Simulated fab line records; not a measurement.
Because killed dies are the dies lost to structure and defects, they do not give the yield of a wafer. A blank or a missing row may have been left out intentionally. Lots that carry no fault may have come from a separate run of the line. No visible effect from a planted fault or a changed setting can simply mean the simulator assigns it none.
Split-lot experiment ; flow n5-finfet ; 7 lots, 21 wafers read, on a route of 1938 steps

== ON THE SPLIT ==
At N5_MOL_CONTACT_COAG_COAT_77 (time 60 s, resist thk 10 nm), the setting spin-rpm was moved away from the recipe's 1500 rpm on 3 of the 21 wafers read, by -6.3% to +8.3%. The other wafers ran this setting at the recipe's value.

== FROM THE SPLIT TO THE READING: what the file shows between them, 4 steps ==
- N5_MOL_CONTACT_COAG_COAT_78: resist thk 40 nm
- N5_MOL_CONTACT_COAG_EBR_80
- N5_MOL_CONTACT_COAG_DESCUM_88: chemistry O2, time 7 s
- N5_MOL_CONTACT_COAG_ETCH_89: etches underlayer in N2/H2, target depth 13 nm, time 10.4 s

== THE READING ==
CAR-EUV_of_MOL_CONTACT_COAG_COAT_78.thk-nm (the simulator's own value, which no gauge read), in nm, at N5_MOL_CONTACT_COAG_ETCH_90 (etches SiARC in CF4, target depth 13 nm, time 21.7 s). The file gives no usual value for it. The 18 wafers here that ran the recipe average 16.9 nm, standard deviation 0.16 nm.

wafer;tool, chamber at the split;spin-rpm as run, rpm;against the recipe;CAR-EUV_of_MOL_CONTACT_COAG_COAT_78.thk-nm, nm;against lot-mates on the recipe
L076.1;litho-track-02, 0;1500;recipe;16.8;-
L076.4;litho-track-02, 0;1500;recipe;16.8;-
L076.5;litho-track-02, 0;1500;recipe;16.8;-
L078.2;litho-track-05, 0;1500;recipe;17;-
L078.5;litho-track-05, 0;1500;recipe;16.8;-
L078.6;litho-track-05, 0;1500;recipe;16.8;-
L079.2;litho-track-03, 0;1500;recipe;17.2;-
L079.3;litho-track-03, 0;1500;recipe;17.2;-
L079.5;litho-track-03, 0;1500;recipe;17;-
L082.2;litho-track-03, 0;1405;-6.3%;16.8;-0.4
L082.4;litho-track-03, 0;1500;recipe;17.2;-
L082.6;litho-track-03, 0;1500;recipe;17.2;-
L086.1;litho-track-05, 0;1500;recipe;17;-
L086.6;litho-track-05, 0;1500;recipe;17;-
L086.5;litho-track-05, 0;1500;recipe;16.8;-
L089.4;litho-track-05, 0;1500;recipe;16.8;-
L089.5;litho-track-05, 0;1625;+8.3%;17.4;+0.6
L089.6;litho-track-05, 0;1625;+8.3%;17.4;+0.6
L094.2;litho-track-02, 0;1500;recipe;16.8;-
L094.4;litho-track-02, 0;1500;recipe;16.8;-
L094.3;litho-track-02, 0;1500;recipe;17;-

THE FIT
A straight line over all 21 wafers: CAR-EUV_of_MOL_CONTACT_COAG_COAT_78.thk-nm changes by +0.0467 nm for each +1% of spin-rpm; r = +0.66; the points scatter about the line by 0.16 nm.
The same after taking each lot's own level away (the mean of its wafers on the recipe; 21 wafers): +0.0698 nm for each +1%; r = +0.94; scatter 0.076 nm.
The reading moves by 0.58 nm for the largest change in spin-rpm, on that fit.
From 16.80 to 17.20 nm: that is the span of the lots' own levels, equal to 2.5 times the standard deviation above.
So the lot-to-lot level blurs the effect unless lot-mates are compared.
Check: for one of the wafers moved furthest among these (+8.3%), held out of the fit, the line's prediction against its lot-mates is +0.576 nm. It came out at +0.6 nm against them.

== THE WHOLE CHAIN: every reading that the file lists as answering this split, in the file's order ==
step;what it does;reading;change (the file's fit);r (the file's)
N5_MOL_CONTACT_COAG_COAT_77;time 60 s, resist thk 10 nm;underlayer_of_MOL_CONTACT_COAG_COAT_77.thk-nm (the simulator's own value, which no gauge read);-0.0535 nm for each +1% of the setting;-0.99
N5_MOL_CONTACT_COAG_ETCH_89;etches underlayer in N2/H2, target depth 13 nm, time 10.4 s;etch.depth-nm (the simulator's own value, which no gauge read);-0.0504 nm for each +1% of the setting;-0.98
N5_MOL_CONTACT_COAG_ETCH_90;etches SiARC in CF4, target depth 13 nm, time 21.7 s;CAR-EUV_of_MOL_CONTACT_COAG_COAT_78.thk-nm (the simulator's own value, which no gauge read);+0.0688 nm for each +1% of the setting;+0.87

== FILE'S OWN FIT ==
CAR-EUV_of_MOL_CONTACT_COAG_COAT_78.thk-nm changes by +0.0688 nm for each +1% of spin-rpm, r = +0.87.
